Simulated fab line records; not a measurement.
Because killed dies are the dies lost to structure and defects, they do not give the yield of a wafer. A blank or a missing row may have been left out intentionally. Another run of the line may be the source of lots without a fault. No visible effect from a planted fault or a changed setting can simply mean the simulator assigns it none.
Lot-split experiment | flow n5Finfet | 21 wafers read from 7 lots, route of 1938 steps

## ABOUT THE SPLIT
At N5_BEOL_M6_ILD_DEP_00 (deposits SiCOH lowk from DEMS/porogen, target thk 179.75 nm, time 33.4 s), the setting timeS was moved away from the recipe's 33.4 s on 6 of the 21 wafers read, by -10.7% to +13.7%. The other wafers ran this setting at the recipe's value.

## SPLIT TO READING: what lies between them in the file, 1 step
- N5_BEOL_M6_CURE_74: cures SiCOH lowk, time 240 s

## THE READING
Values of M6_ILD_THK in nm from N5_BEOL_M6_THK_MEAS_01. A value of 153.3 nm with a standard deviation of 2.5 nm is what fault-free wafers of this fab line usually give.

wafer  | tool, chamber at the split | timeS as run, s | against the recipe | M6_ILD_THK, nm | against lot-mates on the recipe
L077.4 | pecvd-03, 0                | 33.4            | recipe             | 156.6          | -
L077.5 | pecvd-03, 2                | 33.4            | recipe             | 155.6          | -
L077.6 | pecvd-03, 1                | 33.4            | recipe             | 156.6          | -
L084.1 | pecvd-03, 1                | 36.52           | +9.3%              | 165.9          | +10.9
L084.5 | pecvd-03, 2                | 36.52           | +9.3%              | 172.5          | +17.5
L084.6 | pecvd-03, 1                | 33.4            | recipe             | 155.0          | -
L085.1 | pecvd-04, 0                | 33.4            | recipe             | 152.6          | -
L085.3 | pecvd-04, 1                | 33.4            | recipe             | 151.0          | -
L085.6 | pecvd-04, 1                | 29.82           | -10.7%             | 133.3          | -18.5
L087.1 | pecvd-01, 2                | 33.4            | recipe             | 151.5          | -
L087.3 | pecvd-01, 1                | 37.97           | +13.7%             | 174.1          | +21.7
L087.5 | pecvd-01, 2                | 33.4            | recipe             | 153.3          | -
L091.1 | pecvd-03, 2                | 30.99           | -7.2%              | 141.9          | -8.4
L091.2 | pecvd-03, 1                | 30.99           | -7.2%              | 137.4          | -12.9
L091.4 | pecvd-03, 1                | 33.4            | recipe             | 150.3          | -
L093.2 | pecvd-03, 2                | 33.4            | recipe             | 153.3          | -
L093.3 | pecvd-03, 2                | 33.4            | recipe             | 156.7          | -
L093.4 | pecvd-03, 1                | 33.4            | recipe             | 153.5          | -
L090.1 | pecvd-04, 2                | 33.4            | recipe             | 151.9          | -
L090.2 | pecvd-04, 0                | 33.4            | recipe             | 150.3          | -
L090.3 | pecvd-04, 1                | 33.4            | recipe             | 146.7          | -

THE FIT
A straight line over all 21 wafers: M6_ILD_THK changes by +1.72 nm for each +1% of timeS; r = +0.96; the points scatter about the line by 2.8 nm.
The same after taking each lot's own level away (the mean of its wafers on the recipe; 21 wafers): +1.57 nm for each +1%; r = +0.98; scatter 1.8 nm.
Per that fit: largest timeS move, reading shift of 22 nm.
From 149.63 to 156.27 nm: that is the span of the lots' own levels, equal to 2.7 times the standard deviation above.
The two slopes agree, so the slope changes little with the lot-to-lot level.
Check: for one of the wafers moved furthest among these (+13.7%), held out of the fit, the line's prediction against its lot-mates is +21.4 nm. Against them it came out at +21.7 nm.

## FURTHER SPLITS ON THESE WAFERS
These wafers also went through other splits before the reading. Each is held against what the fit with the lots' levels taken away leaves over:
other split on the same wafers | wafers away from the commonest value | r with M6_ILD_THK (lot level and that fit taken away)
N5_BEOL_M5_EXPOSE_08 doseMj    | 8                                    | -0.12

## THE WHOLE CHAIN: every reading that the file lists as answering this split, in the file's order
step                   | what it does                                                             | reading                                                                                 | change (the file's fit)              | r (the file's)
N5_BEOL_M6_ILD_DEP_00  | deposits SiCOH lowk from DEMS/porogen, target thk 179.75 nm, time 33.4 s | SiCOH_lowk_of_BEOL_M6_ILD_DEP_00.thkNm (the simulator's own value, which no gauge read) | +1.82 nm for each +1% of the setting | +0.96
N5_BEOL_M6_CURE_74     | cures SiCOH lowk, time 240 s                                             | SiCOH_lowk_of_BEOL_M6_ILD_DEP_00.thkNm (the simulator's own value, which no gauge read) | +1.59 nm for each +1% of the setting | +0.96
N5_BEOL_M6_THK_MEAS_01 |                                                                          | M6_ILD_THK                                                                              | +1.6 for each +1% of the setting     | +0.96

## THE FILE'S OWN FIT
M6_ILD_THK changes by +1.6 nm for each +1% of timeS, r = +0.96.
